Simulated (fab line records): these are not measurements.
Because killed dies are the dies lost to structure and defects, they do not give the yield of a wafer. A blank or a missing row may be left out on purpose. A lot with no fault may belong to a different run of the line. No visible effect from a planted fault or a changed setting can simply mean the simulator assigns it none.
Lot-split experiment | flow n5-finfet | 21 wafers read across 7 lots, on a route 1938 steps long

THE SPLIT ITSELF
At N5_BEOL_M10_ETCH_41 (etches SiCN in CH3F/O2, target depth 42.6 nm, time 86 s), the setting source-w was moved away from the recipe's 395 W on 3 of the 21 wafers read, by -15.6% to +4.8%. This setting was run at the recipe's value on the other wafers.

Reading taken at the split's own step.

THE READING
rf-vpp-V, in V, at N5_BEOL_M10_ETCH_41 (etches SiCN in CH3F/O2, target depth 42.6 nm, time 86 s). A value of 297.8 V with a standard deviation of 1.5 V is what fault-free wafers of this fab line usually give.

wafer  | tool, chamber at the split | source-w as run, W | against the recipe | rf-vpp-V, V | against lot-mates on the recipe
L078.2 | rie-diel-03, 1             | 395                | recipe             | 300.3       | -
L078.4 | rie-diel-03, 3             | 395                | recipe             | 296.7       | -
L078.5 | rie-diel-03, 3             | 395                | recipe             | 297.2       | -
L080.2 | rie-diel-02, 3             | 395                | recipe             | 297.2       | -
L080.3 | rie-diel-02, 2             | 395                | recipe             | 296.2       | -
L080.6 | rie-diel-02, 2             | 365.9              | -7.4%              | 303.8       | +7.1
L083.2 | rie-diel-02, 2             | 395                | recipe             | 297.7       | -
L083.4 | rie-diel-02, 1             | 395                | recipe             | 298.8       | -
L083.5 | rie-diel-02, 3             | 414                | +4.8%              | 292.2       | -6.1
L085.1 | rie-diel-03, 3             | 395                | recipe             | 296.6       | -
L085.4 | rie-diel-03, 1             | 395                | recipe             | 300.2       | -
L085.6 | rie-diel-03, 3             | 395                | recipe             | 297.4       | -
L086.4 | rie-diel-02, 1             | 395                | recipe             | 298.5       | -
L086.5 | rie-diel-02, 2             | 395                | recipe             | 297.3       | -
L086.6 | rie-diel-02, 3             | 395                | recipe             | 298.2       | -
L091.3 | rie-diel-06, 3             | 395                | recipe             | 299.7       | -
L091.4 | rie-diel-06, 2             | 395                | recipe             | 295.7       | -
L091.6 | rie-diel-06, 1             | 333.3              | -15.6%             | 311.7       | +14.0
L095.1 | rie-diel-03, 3             | 395                | recipe             | 298.9       | -
L095.2 | rie-diel-03, 2             | 395                | recipe             | 298.2       | -
L095.3 | rie-diel-03, 1             | 395                | recipe             | 299.2       | -

THE FIT
A straight line over all 21 wafers: rf-vpp-V changes by -0.892 V for each +1% of source-w; r = -0.94; the points scatter about the line by 1.3 V.
The same after taking each lot's own level away (the mean of its wafers on the recipe; 21 wafers): -0.939 V for each +1%; r = -0.95; scatter 1.2 V.
According to that fit, moving source-w by its largest amount changes the reading by 15 V.
The lots' own levels span 296.70 to 298.77 V, that is 1.4 times the standard deviation above.
The two slopes agree, so the slope changes little with the lot-to-lot level.
Check: with one of the wafers moved furthest among these (-15.6%) left out of the fit, the line predicts +16.4 V for it against its lot-mates. It came out at +14 V against them.
Tool readings at the split's step, against how far the setting was moved: rf-vpp-V r = -0.94.

THESE WAFERS: OTHER SPLITS
Other splits were also applied to these wafers ahead of the reading. Each is held against what the fit with the lots' levels taken away leaves over:
other split on the same wafers   | wafers away from the commonest value | r with rf-vpp-V (lot level and that fit taken away)
N5_BEOL_M7_DESCUM_33 time-s      | 7                                    | -0.14
N5_BEOL_M7_TRENCH_ETCH_37 bias-w | 13                                   | -0.03
N5_BEOL_M9_EXPOSE_25 dose-mj     | 5                                    | +0.08

THE FILE'S OWN FIT
rf-vpp-V changes by -0.938 V for each +1% of source-w, r = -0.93.
